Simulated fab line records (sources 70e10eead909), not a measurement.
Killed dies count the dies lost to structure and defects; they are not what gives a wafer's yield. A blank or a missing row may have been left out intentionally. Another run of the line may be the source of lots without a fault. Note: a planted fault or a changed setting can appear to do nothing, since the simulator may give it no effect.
fab line records + flow nand_harc
[record]
- lots = 5
- wafers = 15
- last_day = 34
route steps=1302 shown P_GATE@155
lots with no fault: from the same line, run without faults
start_h: start of the lot's first displayed wafer, in hours after the record's first day + wait_h: hours elapsed since this lot's preceding step + " as in the row above + L1.1+2: a single row standing in for several wafers + - no value, or no start given + * or withheld: withheld + < > ~ a bound
route shown NAME@n: NAME is a module with steps in the file, n the number in the route of the first one + usual: mean and standard deviation over wafers with no fault + same: alike in all rows + chamber/n: place in a boat + sites: the reading at each site + _std_site: how widely they spread, as a standard deviation + _edge_site: inner sites' mean taken away from outer sites' mean + radius_mm: for every site, how far away it sits from the centre of the wafer + mask NAME#n: copy n + behind: the tool/chamber that last shaped the wafer + hold: reason for holding the lot/hours on hold/outcome of the hold + device: transistor that didn't switch, given as n, p or np + end of line: the route-end tests of the same wafers + a step without rows: its recipe alone + killed: at the first sort, the dies lost to defects and structure; wafer yield is something else + map: a wafer's dies, x killed, . not, _ none there
set.NAME: the run value of the setting; set.NAME@STEP: its run value at that earlier step + model.NAME: the simulator's own value behind a step, which no gauge read
lots at some steps of the route; a table a step, a row a wafer
services: from which hour (start_h, from the record's first day; less than 0 if before it) a tool's chamber was out of use, for how many hours, and why
[[steps]]
[step NHARC_P_GATE_ALD_36]
[recipe]
- target_thk_a = 200
- pulse_time_s = 60
- ald_cycles = 223
- temp_c = 400
- material = SiNx
[usual]
- heater_power_w = 809/75
- precursor_pulse_height_rel = 0.999/0.02
| lot.wafer | tool       | chamber | start_h | wait_h | heater_power_w | precursor_pulse_height_rel |
|-----------|------------|---------|---------|--------|----------------|----------------------------|
| L203.2    | ald_sin-02 | 1       | 106.08  | -      | 685            | 1.017                      |
| L203.1    | "          | 2       | 107.14  | -      | 877            | 1.011                      |
| L203.5    | "          | 1       | 110.31  | -      | 676            | 1.000                      |
| L204.1    | ald_sin-04 | 2       | 120.66  | -      | 808            | 0.988                      |
| L204.2    | "          | 3       | 121.71  | -      | 843            | 1.000                      |
| L204.5    | "          | 1       | 123.81  | -      | 814            | 0.993                      |
| L216.4    | ald_sin-04 | 1       | 244.02  | -      | 816            | 0.992                      |
| L216.3    | "          | 3       | 246.13  | -      | 870            | 0.976                      |
| L216.6    | "          | 1       | 248.23  | -      | 774            | 1.028                      |
| L224.2    | ald_sin-02 | 3       | 321.16  | -      | 850            | 1.005                      |
| L224.1    | "          | 2       | 324.41  | -      | 857            | 0.994                      |
| L224.6    | "          | 3       | 325.50  | -      | 869            | 1.007                      |
| L225.2    | ald_sin-04 | 2       | 334.84  | -      | 794            | 1.004                      |
| L225.1    | "          | 1       | 337.99  | -      | 791            | 0.977                      |
| L225.5    | "          | 3       | 340.10  | -      | 826            | 0.991                      |
[step NHARC_P_GATE_ETCHBACK_37]
[recipe]
- target_depth_a = 345
- time_s = 17.2
- chf3_flow_sccm = 50
- o2_flow_sccm = 10
- ar_flow_sccm = 200
- rf_w = 500
- bias_w = 200
- chemistry = CHF3/O2
[usual]
- drypump_motor_current_A = 5.6/0.51
- oes_product_au = 0.942/0.028
- rf_vpp_V = 371.5/2
- showerhead_plenum_p_Torr = 2.44/0.087
- throttle_valve_pct = 20.571/0.0087
| lot.wafer | tool        | chamber | start_h | wait_h | drypump_motor_current_A | oes_product_au | rf_hours_counter_h | rf_vpp_V | showerhead_plenum_p_Torr | throttle_valve_pct |
|-----------|-------------|---------|---------|--------|-------------------------|----------------|--------------------|----------|--------------------------|--------------------|
| L203.1    | rie_diel-01 | 1       | -       | -      | 6.1                     | 0.935          | 5.2                | 372.7    | 2.49                     | 20.563             |
| L203.2    | "           | 2       | "       | "      | 5.4                     | 0.968          | 2.6                | 366.5    | 2.27                     | 20.572             |
| L203.5    | "           | 3       | "       | "      | 6.1                     | 0.913          | -                  | 374.5    | 2.55                     | 20.582             |
| L204.2    | rie_diel-05 | 3       | -       | -      | 6.1                     | 0.943          | 4.2                | 370.3    | 2.39                     | 20.569             |
| L204.1    | "           | 2       | "       | "      | 4.9                     | 0.934          | 4.0                | 374.9    | 2.55                     | 20.577             |
| L204.5    | "           | 3       | "       | "      | 6.1                     | 0.944          | -                  | 371.1    | 2.39                     | 20.560             |
| L216.3    | rie_diel-02 | 3       | -       | -      | 4.9                     | 0.947          | 0.7                | 373.4    | 2.49                     | 20.570             |
| L216.4    | "           | 3       | "       | "      | 4.9                     | 0.942          | -                  | 373.4    | 2.49                     | 20.588             |
| L216.6    | "           | 2       | "       | "      | 5.9                     | 0.917          | -                  | 371.1    | 2.41                     | 20.567             |
| L224.2    | rie_diel-05 | 2       | -       | -      | 5.0                     | 0.917          | 5.5                | 374.3    | 2.54                     | 20.567             |
| L224.1    | "           | 0       | "       | "      | 5.1                     | 0.940          | 4.8                | 372.4    | 2.47                     | 20.571             |
| L224.6    | "           | 3       | "       | "      | 6.1                     | 0.944          | -                  | 371.3    | 2.39                     | 20.578             |
| L225.2    | rie_diel-02 | 1       | -       | -      | 5.3                     | 0.930          | 5.9                | 369.4    | 2.34                     | 20.569             |
| L225.1    | "           | 2       | "       | "      | 5.9                     | 0.913          | 5.7                | 371.0    | 2.41                     | 20.574             |
| L225.5    | "           | 0       | "       | "      | 4.9                     | 0.924          | -                  | 371.8    | 2.48                     | 20.592             |
[step NHARC_P_GATE_STRIP_101]
[recipe]
- time_s = 20
- o2_flow_sccm = 500
- ar_flow_sccm = 0
- bias_w = 0
- chemistry = O2
[usual]
- drypump_motor_current_A = 5.6/0.5
- oes_product_au = 1.002/0.011
- rf_vpp_V = 57.8/0.98
- showerhead_plenum_p_Torr = 3.57/0.12
- throttle_valve_pct = 17.036/0.0096
| lot.wafer | tool        | chamber | start_h | wait_h | drypump_motor_current_A | oes_product_au | rf_hours_counter_h | rf_vpp_V | showerhead_plenum_p_Torr | throttle_valve_pct |
|-----------|-------------|---------|---------|--------|-------------------------|----------------|--------------------|----------|--------------------------|--------------------|
| L203.1    | rie_diel-01 | 1       | 115.73  | 0.1    | 6.1                     | 1.026          | 5.2                | 58.7     | 3.66                     | 17.032             |
| L203.2    | "           | 2       | "       | "      | 5.4                     | 1.009          | 2.6                | 57.2     | 3.34                     | 17.061             |
| L203.5    | "           | 1       | "       | "      | 6.1                     | 1.027          | -                  | 57.9     | 3.66                     | 17.030             |
| L204.2    | rie_diel-05 | 3       | 128.14  | 0.1    | 6.1                     | 1.017          | 4.2                | 57.4     | 3.51                     | 17.040             |
| L204.1    | "           | 2       | "       | "      | 4.9                     | 1.005          | 4.0                | 58.6     | 3.73                     | 17.042             |
| L204.5    | "           | 0       | "       | "      | 5.0                     | 1.006          | -                  | 57.8     | 3.64                     | 17.040             |
| L216.3    | rie_diel-02 | 1       | 252.58  | 0.1    | 5.3                     | 0.995          | 1.3                | 58.0     | 3.44                     | 17.041             |
| L216.4    | "           | 3       | "       | "      | 4.9                     | 1.016          | -                  | 59.6     | 3.66                     | 17.038             |
| L216.6    | "           | 1       | "       | "      | 5.3                     | 0.995          | -                  | 55.3     | 3.44                     | 17.037             |
| L224.1    | rie_diel-05 | 1       | 330.94  | 0.1    | 5.8                     | 0.997          | 5.7                | 58.6     | 3.36                     | 17.021             |
| L224.2    | "           | 2       | "       | "      | 5.0                     | 0.981          | 5.5                | 57.7     | 3.73                     | 17.039             |
| L224.6    | "           | 0       | "       | "      | 5.1                     | 0.983          | -                  | 56.9     | 3.63                     | 17.037             |
| L225.2    | rie_diel-02 | 3       | 344.42  | 0.1    | 4.9                     | 1.015          | 4.5                | 57.4     | 3.66                     | 17.025             |
| L225.1    | "           | 0       | "       | "      | 4.9                     | 0.993          | 5.1                | 57.9     | 3.64                     | 17.028             |
| L225.5    | "           | 2       | "       | "      | 5.9                     | 0.987          | -                  | 57.6     | 3.54                     | 17.030             |
[step NHARC_P_GATE_PRECLEAN_97]
[recipe]
- time_s = 600
- temp_c = 120
- chemistry = SPM
[step NHARC_P_GATE_SRD_98]
[step NHARC_P_GATE_PRECLEAN_99]
[recipe]
- time_s = *
- temp_c = 50
- bath_age_min = 0
- chemistry = SC1
[step NHARC_P_GATE_SRD_100]
[step NHARC_P_GATE_DEHYDRATE_38]
[recipe]
- temp_c = 150
- time_s = 120
[step NHARC_P_GATE_HMDS_39]
[recipe]
- time_s = 30
[step NHARC_P_GATE_COAT_40]
[recipe]
- spin_rpm = 3000
[step NHARC_P_GATE_SOFTBAKE_41]
[recipe]
- temp_c = 122
- time_s = 95
[step NHARC_P_GATE_EBR_42]
[step NHARC_P_GATE_EXPOSE_43]
[recipe]
- na = 0.6
- target_cd_nm = 720
- dose_mj = 14.81
- mask_id = P_NSD
[usual]
- focus_offset_nm = -0.1/0.46
| lot.wafer | tool           | chamber | start_h | wait_h | mask       | focus_offset_nm |
|-----------|----------------|---------|---------|--------|------------|-----------------|
| L203.1    | krf_scanner-01 | 0       | 116.49  | -      | P_NSD#0    | -0.2            |
| L203.2    | "              | 0       | "       | "      | P_NSD#0    | 0.2             |
| L203.5    | "              | 0       | "       | "      | P_NSD#0    | -0.6            |
| L204.1    | krf_scanner-02 | 0       | 128.91  | -      | P_NSD#0    | -0.7            |
| L204.2    | "              | 0       | "       | "      | P_NSD#0    | -0.1            |
| L204.5    | "              | 0       | "       | "      | P_NSD#0    | -0.2            |
| L216.3    | krf_scanner-02 | 0       | 253.35  | -      | P_NSD_R1#0 | -0.3            |
| L216.4    | "              | 0       | "       | "      | P_NSD_R1#0 | -0.5            |
| L216.6    | "              | 0       | "       | "      | P_NSD_R1#0 | -0.3            |
| L224.1    | krf_scanner-01 | 0       | 331.70  | -      | P_NSD#0    | -0.7            |
| L224.2    | "              | 0       | "       | "      | P_NSD#0    | -1.1            |
| L224.6    | "              | 0       | "       | "      | P_NSD#0    | -0.3            |
| L225.1    | krf_scanner-04 | 0       | 345.18  | -      | P_NSD#0    | 0.4             |
| L225.2    | "              | 0       | "       | "      | P_NSD#0    | -0.1            |
| L225.5    | "              | 0       | "       | "      | P_NSD#0    | 0.5             |
[step NHARC_P_GATE_PEB_44]
[recipe]
- peb_temp_c = 118
- peb_time_s = 85
[step NHARC_P_GATE_DEVELOP_45]
[recipe]
- time_s = 70
[step NHARC_P_GATE_CD_MEAS_46]
[recipe]
- target_cd_nm = 720
- landing_energy_ev = 500
[usual]
- cd_nm = 721.1/1.9
| lot.wafer | tool      | chamber | start_h | wait_h | cd_nm |
|-----------|-----------|---------|---------|--------|-------|
| L203.1    | cd_sem-02 | 0       | 116.64  | -      | 721.2 |
| L203.2    | "         | 0       | "       | "      | 719.1 |
| L203.5    | "         | 0       | "       | "      | 722.6 |
| L204.1    | cd_sem-02 | 0       | 129.07  | -      | 720.0 |
| L204.2    | "         | 0       | "       | "      | 719.3 |
| L204.5    | "         | 0       | "       | "      | 722.2 |
| L216.3    | cd_sem-01 | 0       | 253.50  | -      | 706.9 |
| L216.4    | "         | 0       | "       | "      | 705.0 |
| L216.6    | "         | 0       | "       | "      | 704.3 |
| L224.1    | cd_sem-01 | 0       | 331.86  | -      | 718.6 |
| L224.2    | "         | 0       | "       | "      | 723.3 |
| L224.6    | "         | 0       | "       | "      | 718.4 |
| L225.1    | cd_sem-03 | 0       | 345.33  | -      | 720.1 |
| L225.2    | "         | 0       | "       | "      | 719.2 |
| L225.5    | "         | 0       | "       | "      | 721.6 |
[step NHARC_P_GATE_HARDBAKE_47]
[recipe]
- temp_c = 125
- time_s = 80
[step NHARC_P_GATE_DESCUM_48]
[recipe]
- time_s = 3
- o2_flow_sccm = 200
- ar_flow_sccm = 0
- bias_power_w = 0
- chemistry = O2
[usual]
- drypump_motor_current_A = 5.6/0.49
- oes_product_au = 1.000/0.012
- rf_vpp_V = 57.8/0.88
- showerhead_plenum_p_Torr = 1.94/0.077
- throttle_valve_pct = 11.311/0.0076
| lot.wafer | tool        | chamber | start_h | wait_h | drypump_motor_current_A | oes_product_au | rf_hours_counter_h | rf_vpp_V | showerhead_plenum_p_Torr | throttle_valve_pct | model.P_GATE.cd_nm |
|-----------|-------------|---------|---------|--------|-------------------------|----------------|--------------------|----------|--------------------------|--------------------|--------------------|
| L203.2    | rie_diel-05 | 0       | 116.80  | -      | 5.1                     | 0.996          | 4.0                | 58.4     | 1.98                     | 11.303             | 718.7              |
| L203.1    | "           | 3       | "       | "      | 6.1                     | 1.008          | 4.0                | 57.9     | 1.90                     | 11.318             | 721                |
| L203.5    | "           | 0       | "       | "      | 5.1                     | 0.996          | -                  | 57.5     | 1.98                     | 11.316             | 722.2              |
| L204.2    | rie_diel-01 | 3       | 129.24  | -      | 6.1                     | 0.995          | 5.1                | 57.9     | 2.04                     | 11.306             | 719.6              |
| L204.1    | "           | 1       | "       | "      | 6.1                     | 1.006          | 5.6                | 58.8     | 1.99                     | 11.308             | 720.2              |
| L204.5    | "           | 3       | "       | "      | 6.1                     | 0.994          | -                  | 57.9     | 2.04                     | 11.321             | 722.5              |
| L216.3    | rie_diel-02 | 3       | 253.66  | -      | 4.9                     | 1.022          | 0.7                | 57.6     | 1.99                     | 11.305             | 706.9              |
| L216.4    | "           | 1       | "       | "      | 5.3                     | 1.009          | -                  | 58.0     | 1.86                     | 11.309             | 704.6              |
| L216.6    | "           | 2       | "       | "      | 5.9                     | 0.995          | -                  | 57.8     | 1.92                     | 11.308             | 704.6              |
| L224.1    | rie_diel-05 | 2       | 332.03  | -      | 5.0                     | 0.986          | 5.5                | 58.9     | 2.03                     | 11.306             | 718.3              |
| L224.2    | "           | 3       | "       | "      | 6.1                     | 1.021          | 5.6                | 58.2     | 1.90                     | 11.304             | 723.1              |
| L224.6    | "           | 2       | "       | "      | 5.0                     | 0.986          | -                  | 56.7     | 2.03                     | 11.314             | 718.1              |
| L225.2    | rie_diel-05 | 2       | 345.49  | -      | 5.0                     | 0.999          | 5.8                | 57.5     | 2.03                     | 11.321             | 718.3              |
| L225.1    | "           | 1       | "       | "      | 5.8                     | 0.998          | 6.0                | 59.0     | 1.81                     | 11.310             | 719.8              |
| L225.5    | "           | 2       | "       | "      | 5.0                     | 0.984          | -                  | 56.1     | 2.03                     | 11.305             | 721.2              |
[step NHARC_P_GATE_IMPLANT_49]
[recipe]
- energy_kev = 30
- dose_cm2 = 3e+15
- tilt_deg = 7
[[services]]
| tool           | chamber | start_h | hours | kind   |
|----------------|---------|---------|-------|--------|
| krf_scanner-02 | -       | 94.00   | 4.0   | pm     |
| rie_diel-02    | 1       | 108.52  | 3.1   | repair |
| rie_diel-02    | 3       | 108.61  | 132.0 | repair |
| ald_sin-02     | -       | 120.84  | 10.0  | pm     |
| krf_scanner-01 | -       | 122.50  | 3.7   | repair |
| rie_diel-05    | 1       | 127.70  | 9.0   | repair |
| ald_sin-02     | 3       | 130.89  | 3.3   | repair |
| ald_sin-02     | 3       | 136.09  | 13.5  | repair |
| rie_diel-05    | 2       | 150.77  | 6.3   | repair |
| krf_scanner-01 | -       | 163.21  | 4.0   | pm     |
| rie_diel-05    | 2       | 175.66  | 4.2   | repair |
| rie_diel-01    | -       | 203.88  | 9.0   | pm     |
| rie_diel-02    | -       | 216.70  | 9.0   | pm     |
| rie_diel-05    | -       | 217.84  | 0.8   | repair |
| rie_diel-05    | -       | 229.60  | 9.0   | pm     |
| rie_diel-02    | 0       | 251.31  | 2.9   | repair |
| ald_sin-04     | -       | 254.00  | 10.0  | pm     |
| rie_diel-01    | 3       | 269.51  | 12.3  | repair |
| ald_sin-04     | -       | 270.05  | 0.7   | repair |
| ald_sin-04     | 0       | 271.85  | 3.1   | repair |
| rie_diel-02    | 1       | 274.13  | 2.5   | repair |
| rie_diel-01    | 2       | 275.44  | 16.7  | repair |
| ald_sin-04     | -       | 300.54  | 0.5   | repair |
| rie_diel-05    | 0       | 316.02  | 13.5  | repair |
[[key]]
[first_sign]
- step = NHARC_P_GATE_EXPOSE_43
- reading = mask
- direction = changed
[effect]
- step = NHARC_P_GATE_CD_MEAS_46
- reading = cd_nm
- direction = down
- sigmas = 8.4
- usual = 721.1
- struck = 705.4
[model_effect]
- step = NHARC_P_GATE_DESCUM_48
- value = P_GATE.cd_nm
- without = 721.3
- struck = 705.3
met_at NHARC_P_GATE_EXPOSE_43
struck_wafers L216.3,L216.4,L216.6
tester_left_out L216
onset_between 128.91 253.35
[fault]
- kind = wrong_mask
- tool = any
- chamber = -
- onset_h = 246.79
- steps = NHARC_P_GATE_EXPOSE_43
- aux_copy = P_NSD_R1#0
- cd_offset_nm = -15.954
- scope = struck_lots_only
// tester_left_out: of these lots the tester's yield and bins aren't shown, on N5 and GAA mostly nor the transistor test; their killed dies are dies lost to structure and defects alone, not to doping, threshold or leakage, so they don't give the yield
